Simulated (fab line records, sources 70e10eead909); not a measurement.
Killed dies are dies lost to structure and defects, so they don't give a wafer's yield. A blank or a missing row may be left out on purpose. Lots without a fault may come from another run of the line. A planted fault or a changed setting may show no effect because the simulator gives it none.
Which tool did it? | flow nand_harc | 12 lots, 36 wafers sampled, at 6 steps of a route of 1302

WHAT THE GAUGES READ, wafer by wafer
NHARC_P_BONDPAD_INSPECT_23.
lot  | measured     | on                | raw_defect_count
L075 | day 7 09:13  | defect_inspect-02 | 353 443 339
L077 | day 7 21:55  | defect_inspect-02 | 300 409 253
L079 | day 8 15:47  | defect_inspect-02 | 770 310 337
L081 | day 9 12:02  | defect_inspect-01 | 293 298 384
L083 | day 10 09:00 | defect_inspect-01 | 277 309 210
L085 | day 11 18:07 | defect_inspect-02 | 344 396 615
L087 | day 12 01:45 | defect_inspect-02 | 203 526 461
L089 | day 13 05:57 | defect_inspect-01 | 275 360 479
L091 | day 13 19:43 | defect_inspect-01 | 452 468 234
L093 | day 14 10:29 | defect_inspect-02 | 307 199 235
L095 | day 15 09:56 | defect_inspect-02 | 341 349 432
L097 | day 16 12:08 | defect_inspect-02 | 210 222 343

WHICH TOOL RAN EACH LOT (tool, then ch and the chambers of the sampled wafers, then the start)
lot  | NHARC_P_M1_PVD_21                       | NHARC_P_M2_DESCUM_14               | NHARC_P_BONDPAD_ETCH_12                       | NHARC_P_BONDPAD_DEGAS_25     | NHARC_P_BONDPAD_CMP_19
L075 | pvd_sputter-01, day 7 01:43 or earlier  | rie_diel-07 ch 1,2,3, day 7 01:43  | rie_diel-02 ch 0,1,2, day 7 07:35 or earlier  | pvd_sputter-01, day 7 07:35  | cmp-04 ch 1,2,3, day 7 08:44
L077 | pvd_sputter-03, day 7 14:32 or earlier  | rie_diel-07 ch 1,2,3, day 7 14:32  | rie_diel-08 ch 0,1,2, day 7 20:08 or earlier  | pvd_sputter-01, day 7 20:08  | cmp-04 ch 0,2,3, day 7 21:23
L079 | pvd_sputter-02, day 8 08:14 or earlier  | rie_diel-07 ch 1,3, day 8 08:14    | rie_diel-08 ch 2,3, day 8 13:48 or earlier    | pvd_sputter-01, day 8 13:48  | cmp-04 ch 2,3, day 8 15:17
L081 | pvd_sputter-03, day 9 04:47 or earlier  | rie_diel-13 ch 1,2, day 9 04:47    | rie_diel-04 ch 0,1,2, day 9 10:25 or earlier  | pvd_sputter-02, day 9 10:25  | cmp-04 ch 1,2,3, day 9 11:31
L083 | pvd_sputter-02, day 10 01:53 or earlier | rie_diel-13 ch 0,1,2, day 10 01:53 | rie_diel-08 ch 0,1,2, day 10 07:23 or earlier | pvd_sputter-03, day 10 07:23 | cmp-03 ch 1,2,3, day 10 08:28
L085 | pvd_sputter-01, day 11 09:16 or earlier | rie_diel-07 ch 1,3, day 11 09:16   | rie_diel-04 ch 0,1, day 11 16:26 or earlier   | pvd_sputter-03, day 11 16:26 | cmp-03 ch 0,2,3, day 11 17:38
L087 | pvd_sputter-01, day 11 18:23 or earlier | rie_diel-09 ch 2,3, day 11 18:23   | rie_diel-02 ch 1,2,3, day 12 00:08 or earlier | pvd_sputter-01, day 12 00:08 | cmp-04 ch 1,2, day 12 01:15
L089 | pvd_sputter-03, day 12 22:53 or earlier | rie_diel-07 ch 1,2,3, day 12 22:53 | rie_diel-04 ch 0,2,3, day 13 04:20 or earlier | pvd_sputter-01, day 13 04:20 | cmp-01 ch 0,1,3, day 13 05:26
L091 | pvd_sputter-03, day 13 12:30 or earlier | rie_diel-13 ch 0,2,3, day 13 12:30 | rie_diel-08 ch 1,3, day 13 18:02 or earlier   | pvd_sputter-01, day 13 18:02 | cmp-03 ch 0,2,3, day 13 19:13
L093 | pvd_sputter-03, day 14 03:02 or earlier | rie_diel-13 ch 2,3, day 14 03:02   | rie_diel-08 ch 0,1,2, day 14 08:51 or earlier | pvd_sputter-02, day 14 08:51 | cmp-01 ch 1,2,3, day 14 09:59
L095 | pvd_sputter-01, day 15 02:56 or earlier | rie_diel-13 ch 0,1,3, day 15 02:56 | rie_diel-02 ch 1,2,3, day 15 08:20 or earlier | pvd_sputter-01, day 15 08:20 | cmp-01 ch 1,2,3, day 15 09:25
L097 | pvd_sputter-02, day 16 04:49 or earlier | rie_diel-09 ch 0,3, day 16 04:49   | rie_diel-02 ch 0,2,3, day 16 10:32 or earlier | pvd_sputter-01, day 16 10:32 | cmp-03 ch 0,1, day 16 11:36
- NHARC_P_M1_PVD_21: deposits Cu, target thk 30 nm, time 20.49 s.
- NHARC_P_M2_DESCUM_14: chemistry O2, time 3 s.
- NHARC_P_BONDPAD_ETCH_12: etches the open film in CHF3/O2, target depth 200 nm, time 100 s.
- NHARC_P_BONDPAD_DEGAS_25: time 60 s.
- NHARC_P_BONDPAD_CMP_19: polishes, t overpolish 30 s, cu recess touch 16 s, target thk 160.81 nm.

THE ANSWER, worked out from the rows above alone
Rule: what is usual is taken from the lots themselves. Put in order of their means at a reading, lots are off if they are a third of the lots or fewer, leave a main group of 4 or more, and stand apart from it by a gap of 3 or more times the standard deviation of the main group's means; of several such gaps the widest counts. A main group whose means are all the same, to the digits that the tables above print for the reading, isn't used. A lot without any number at a reading at which 4 lots or more have one is off too. The other lots that the step has rows for count as sound.
No lot is off at any reading shown: from this, nothing can be told.

WHAT THE SIMULATOR HAD PUT IN
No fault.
